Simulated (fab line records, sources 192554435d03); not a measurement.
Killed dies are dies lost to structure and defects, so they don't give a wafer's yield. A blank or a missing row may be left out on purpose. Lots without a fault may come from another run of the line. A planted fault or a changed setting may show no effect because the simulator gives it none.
Chamber matching | flow n5_finfet | N5_MOL_CONTACT_COAG_CO_FILL_22 on cvd_co-01: 3 sister chambers
The step material Co, precursor CCTBA/H2, target thk 20 nm. 36 wafers are shown with their chamber, then 12 later ones without.

WAFERS WITH THEIR CHAMBER
wafer  | chamber | heater_power_w (W) | susceptor_temp_C (C)
L074.2 | 2       | 225                | 199.96
L074.3 | 0       | 241                | 199.86
L074.5 | 2       | 231                | 200.04
L075.3 | 0       | 241                | 199.77
L075.4 | 1       | 230                | 199.85
L075.6 | 0       | 247                | 199.89
L076.1 | 0       | 239                | 200.06
L076.2 | 2       | 218                | 199.93
L076.6 | 2       | 220                | 199.95
L077.3 | 1       | 241                | 200.13
L077.4 | 2       | 228                | 200.34
L077.5 | 0       | 237                | 199.96
L079.1 | 1       | 232                | 199.96
L079.3 | 0       | 243                | 200.04
L079.6 | 0       | 251                | 200.11
L081.1 | 2       | 231                | 200.03
L081.4 | 0       | 247                | 199.97
L081.6 | 1       | 233                | 199.96
L082.2 | 1       | 235                | 200.12
L082.4 | 2       | 225                | 199.84
L082.5 | 0       | 240                | 200.02
L085.3 | 1       | 227                | 200.22
L085.4 | 0       | 245                | 199.91
L085.5 | 1       | 227                | 200.28
L086.1 | 0       | 242                | 199.91
L086.3 | 1       | 231                | 199.91
L086.5 | 1       | 233                | 199.82
L088.1 | 2       | 225                | 200.29
L088.3 | 0       | 247                | 199.97
L088.4 | 1       | 236                | 199.73
L089.1 | 1       | 233                | 200.04
L089.2 | 0       | 242                | 200.31
L089.6 | 0       | 237                | 200.28
L091.4 | 1       | 234                | 200.09
L091.5 | 2       | 225                | 199.95
L091.6 | 0       | 235                | 200.06

SIGNATURES (means of the wafers above)
reading          | chamber 0 | chamber 1 | chamber 2 | scatter within a chamber
heater_power_w   | 242.27    | 232.67    | 225.33    | 4.25
susceptor_temp_C | 200.0080  | 200.0092  | 200.0367  | 0.159
Rule: a wafer's distance from a chamber is the root of the sum, over the readings, of the square of ((its reading less the chamber's mean) divided by the reading's scatter). The wafer belongs to the nearest chamber; if the next one is less than 2 further off, it can't be placed. The scatter: the root of (the sum of the squares of (reading less its chamber's mean) over the shown wafers, divided by (wafers less chambers)).

WAFERS WITHOUT THEIR CHAMBER
wafer  | heater_power_w (W) | susceptor_temp_C (C)
L093.1 | 234                | 200.10
L093.2 | 231                | 200.04
L093.5 | 248                | 199.95
L094.1 | 245                | 199.90
L094.3 | 235                | 200.02
L094.5 | 239                | 199.93
L096.3 | 245                | 199.92
L096.5 | 228                | 200.43
L096.6 | 247                | 200.34
L097.2 | 236                | 200.13
L097.3 | 230                | 199.72
L097.5 | 229                | 199.73

WHICH CHAMBER EACH WENT THROUGH
wafer  | from the rows above          | in truth
L093.1 | can't be placed: 1 or 0 or 2 | 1
L093.2 | can't be placed: 1 or 2      | 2
L093.5 | 0                            | 0
L094.1 | 0                            | 0
L094.3 | can't be placed: 1 or 0 or 2 | 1
L094.5 | can't be placed: 0 or 1      | 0
L096.3 | 0                            | 0
L096.5 | can't be placed: 2 or 1 or 0 | 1
L096.6 | can't be placed: 0 or 1      | 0
L097.2 | can't be placed: 1 or 0 or 2 | 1
L097.3 | can't be placed: 1 or 2 or 0 | 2
L097.5 | can't be placed: 1 or 2 or 0 | 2
Placed correctly: 3 of 12. Can't be placed from these rows: 9 (the true chamber is among the candidates in 9). Placed wrongly: 0.
